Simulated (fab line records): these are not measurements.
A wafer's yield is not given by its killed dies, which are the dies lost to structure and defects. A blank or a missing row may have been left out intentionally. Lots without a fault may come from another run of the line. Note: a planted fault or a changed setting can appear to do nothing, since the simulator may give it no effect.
A struck lot beside a sound one + flow n5_finfet + 23 steps out of a route of 1938
Sound: these wafers, L466.1, L466.2, L466.6. The struck wafers were L478.1, L478.4, L478.5. The cause comes at the end.
Each step with rows lists, per side, the tool, then ch with its chambers, then its first start. Under that, the readings that differ: sound wafers + struck wafers + difference of the means + sigmas: that difference in standard deviations of wafers without a fault.
alike: words and numbers the same on both sides, and readings whose means are apart by under 2 such deviations; not compared: readings that were withheld, readings missing a value for some wafer, numbers with overlapping values and no deviation given by the record, and bounds like >300 which may hide the same value.
The two part at a step that has a row with sigmas, a row that says differs or no value, or rows on one side only. When numbers do not overlap yet have no deviation, they are printed without sigmas and do not part them. A reading missing from all wafers of one side parts the sides only when that side holds two or more wafers.

first, 11 steps without rows for these wafers: N5_BEOL_M15_STRIP_63 (strips in O2); N5_BEOL_M15_STRIP_64 (strips in O2); N5_BEOL_M15_STRIP_65 (strips in post etch residue remover, time 60 s); N5_BEOL_M15_SRD_66 (time 30 s, dry time 30 s); N5_BEOL_M15_COAT_56 (time 60 s, resist thk 550 nm); N5_BEOL_M15_ETCH_57 (etches SOC in N2/H2, time 750 s); N5_BEOL_M15_COAT_60 (time 60 s, resist thk 89 nm); N5_BEOL_M15_COAT_22 (resist thk 800 nm); N5_BEOL_M15_EBR_24; N5_BEOL_M15_SOFTBAKE_23 (time 60 s); N5_BEOL_M15_EXPOSE_25 (exposes mask M15, target cd 400 nm).
N5_BEOL_M15_PEB_26: peb time 90 s.
  sound on litho_track-01 ch 0, day 13 04:58; struck on litho_track-01 ch 0, day 15 10:47
| reading                  | sound                | struck               | difference | sigmas |
|--------------------------|----------------------|----------------------|------------|--------|
| heater_power_total_W (W) | 173.1 173.8 172.9    | 180.3 180.5 181.5    | +7.5       | +10    |
| plate_temp_C (C)         | 130.28 130.00 130.03 | 135.08 134.70 134.57 | +4.68      | +36    |
  alike: chill_plate_temp_C
then, 2 steps without rows for these wafers: N5_BEOL_M15_DEVELOP_27 (develop time 45 s); N5_BEOL_M15_HARDBAKE_32 (time 120 s).
N5_BEOL_M15_CD_MEAS_28: target cd 407.6 nm.
  sound on cd_sem-03 ch 0, day 13 05:05; struck on cd_sem-01 ch 0, day 15 10:54
| reading    | sound             | struck            | difference | sigmas |
|------------|-------------------|-------------------|------------|--------|
| cd_nm (nm) | 406.9 406.3 407.2 | 423.5 422.4 422.3 | +15.9      | +9     |
N5_BEOL_M15_DESCUM_33: chemistry O2, time 7.9 s.
  sound on rie_diel-05 ch 0,1, day 13 05:10; struck on rie_diel-02 ch 0,1,3, day 15 11:06
| reading                   | sound         | struck          | difference | sigmas |
|---------------------------|---------------|-----------------|------------|--------|
| model.BEOL_M15.cd_nm (nm) | 407 406 407.2 | 423.8 422.6 422 | +16.1      |        |
  alike: drypump_motor_current_A, oes_product_au, rf_fwd_power_W, rf_vpp_V, showerhead_plenum_p_Torr, throttle_valve_pct
  not compared: rf_hours_counter_h
then, 5 steps without rows for these wafers: N5_BEOL_M15_ETCH_61 (etches BARC in N2/H2, target depth 89 nm, overetch 26.7 nm, time 67.9 s); N5_BEOL_M15_TRENCH_ETCH_34 (etches SiO2 in C4F8/O2/Ar, target depth 872.93 nm, time 199 s); N5_BEOL_M15_STRIP_36 (strips in O2); N5_BEOL_M15_STRIP_62 (strips in O2); N5_BEOL_M15_STRIP_37 (strips in O2).
N5_BEOL_M15_ETCH_38: etches SiCN in CF4/N2, target depth 106.4 nm, time 120.5 s.
  sound on rie_diel-02 ch 2,3; struck on rie_diel-05 ch 1,2
| reading                   | sound           | struck            | difference | sigmas |
|---------------------------|-----------------|-------------------|------------|--------|
| model.BEOL_M15.cd_nm (nm) | 400 397.8 401.2 | 415.6 416.2 414.4 | +15.7      |        |
  alike: drypump_motor_current_A, oes_product_au, rf_fwd_power_W, rf_vpp_V, showerhead_plenum_p_Torr, throttle_valve_pct
  not compared: rf_hours_counter_h
then, 1 step without rows for these wafers: N5_BEOL_M15_PRECLEAN_39 (cleans in residue remover, time 60 s).

== WHERE THEY PART ==
Last at N5_BEOL_M15_CD_MEAS_28 as far as this record goes, first at N5_BEOL_M15_PEB_26. Later steps at which nothing parts them and some readings are alike: N5_BEOL_M15_DESCUM_33, N5_BEOL_M15_ETCH_38.

WHY: the cause the simulator had injected
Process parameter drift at N5_BEOL_M15_PEB_26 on litho_track-01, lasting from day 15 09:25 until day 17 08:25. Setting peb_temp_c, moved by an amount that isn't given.
